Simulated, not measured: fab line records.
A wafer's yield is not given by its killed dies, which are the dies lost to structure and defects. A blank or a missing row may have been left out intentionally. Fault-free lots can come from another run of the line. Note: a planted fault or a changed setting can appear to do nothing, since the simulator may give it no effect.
Chamber matching :: flow n5 finfet :: N5_BEOL_M0_SAQP_PECVD_97 on pecvd-01 has 3 sister chambers
The step deposits SiNx from SiH4/NH3/N2, target thk 23 nm, time 19.9 s. 16 wafers are shown with their chamber, then 8 later ones without.

## EACH WAFER AND ITS CHAMBER
wafer: L077.2
chamber: 1
throttle valve pct (%): 43.4
showerhead plenum p Torr (Torr): 5.15
heater power w (W): 517

wafer: L077.3
chamber: 0
throttle valve pct (%): 38.2
showerhead plenum p Torr (Torr): 5.13
heater power w (W): 460

wafer: L077.6
chamber: 0
throttle valve pct (%): 37.9
showerhead plenum p Torr (Torr): 5.12
heater power w (W): 459

wafer: L080.1
chamber: 2
throttle valve pct (%): 41.7
showerhead plenum p Torr (Torr): 5.14
heater power w (W): 413

wafer: L080.2
chamber: 1
throttle valve pct (%): 43.3
showerhead plenum p Torr (Torr): 5.15
heater power w (W): 513

wafer: L080.3
chamber: 0
throttle valve pct (%): 38.2
showerhead plenum p Torr (Torr): 5.12
heater power w (W): 488

wafer: L080.4
chamber: 1
throttle valve pct (%): 43.1
showerhead plenum p Torr (Torr): 5.15
heater power w (W): 505

wafer: L080.5
chamber: 2
throttle valve pct (%): 41.8
showerhead plenum p Torr (Torr): 5.12
heater power w (W): 421

wafer: L080.6
chamber: 0
throttle valve pct (%): 38.2
showerhead plenum p Torr (Torr): 5.13
heater power w (W): 492

wafer: L082.1
chamber: 0
throttle valve pct (%): 38.0
showerhead plenum p Torr (Torr): 5.11
heater power w (W): 428

wafer: L082.2
chamber: 1
throttle valve pct (%): 43.0
showerhead plenum p Torr (Torr): 5.15
heater power w (W): 453

wafer: L082.3
chamber: 2
throttle valve pct (%): 41.8
showerhead plenum p Torr (Torr): 5.13
heater power w (W): 418

wafer: L082.4
chamber: 2
throttle valve pct (%): 41.9
showerhead plenum p Torr (Torr): 5.14
heater power w (W): 413

wafer: L082.5
chamber: 1
throttle valve pct (%): 42.9
showerhead plenum p Torr (Torr): 5.16
heater power w (W): 459

wafer: L082.6
chamber: 0
throttle valve pct (%): 37.9
showerhead plenum p Torr (Torr): 5.12
heater power w (W): 419

wafer: L084.1
chamber: 1
throttle valve pct (%): 43.1
showerhead plenum p Torr (Torr): 5.16
heater power w (W): 490

SIGNATURES, as means of the wafers listed above
reading: throttle valve pct
chamber 0: 38.067
chamber 1: 43.133
chamber 2: 41.800
scatter within a chamber: 0.154

reading: showerhead plenum p Torr
chamber 0: 5.1217
chamber 1: 5.1533
chamber 2: 5.1325
scatter within a chamber: 0.00729

reading: heater power w
chamber 0: 457.67
chamber 1: 489.50
chamber 2: 416.25
scatter within a chamber: 25.3
Rule: a wafer's distance from a chamber is the root of the sum, over the readings, of the square of ((its reading less the chamber's mean) divided by the reading's scatter). The wafer belongs to the nearest chamber; if the next one is less than 2 further off, it can't be placed. The scatter: the root of (the sum of the squares of (reading less its chamber's mean) over the shown wafers, divided by (wafers less chambers)).

## WAFERS WITHOUT THEIR CHAMBER
wafer: L084.2
throttle valve pct (%): 37.9
showerhead plenum p Torr (Torr): 5.11
heater power w (W): 438

wafer: L084.5
throttle valve pct (%): 42.0
showerhead plenum p Torr (Torr): 5.14
heater power w (W): 449

wafer: L089.1
throttle valve pct (%): 42.1
showerhead plenum p Torr (Torr): 5.13
heater power w (W): 388

wafer: L089.2
throttle valve pct (%): 37.9
showerhead plenum p Torr (Torr): 5.13
heater power w (W): 474

wafer: L089.5
throttle valve pct (%): 41.9
showerhead plenum p Torr (Torr): 5.16
heater power w (W): 388

wafer: L095.2
throttle valve pct (%): 43.3
showerhead plenum p Torr (Torr): 5.15
heater power w (W): 501

wafer: L095.5
throttle valve pct (%): 43.0
showerhead plenum p Torr (Torr): 5.14
heater power w (W): 495

wafer: L095.6
throttle valve pct (%): 37.8
showerhead plenum p Torr (Torr): 5.13
heater power w (W): 441

## WHICH CHAMBER EACH WENT THROUGH
wafer: L084.2
from the rows above: 0
in truth: 0

wafer: L084.5
from the rows above: 2
in truth: 2

wafer: L089.1
from the rows above: 2
in truth: 2

wafer: L089.2
from the rows above: 0
in truth: 0

wafer: L089.5
from the rows above: 2
in truth: 2

wafer: L095.2
from the rows above: 1
in truth: 1

wafer: L095.5
from the rows above: 1
in truth: 1

wafer: L095.6
from the rows above: 0
in truth: 0
Correctly placed: 8 of 8. From these rows, 0 cannot be placed. Wrongly placed: 0.
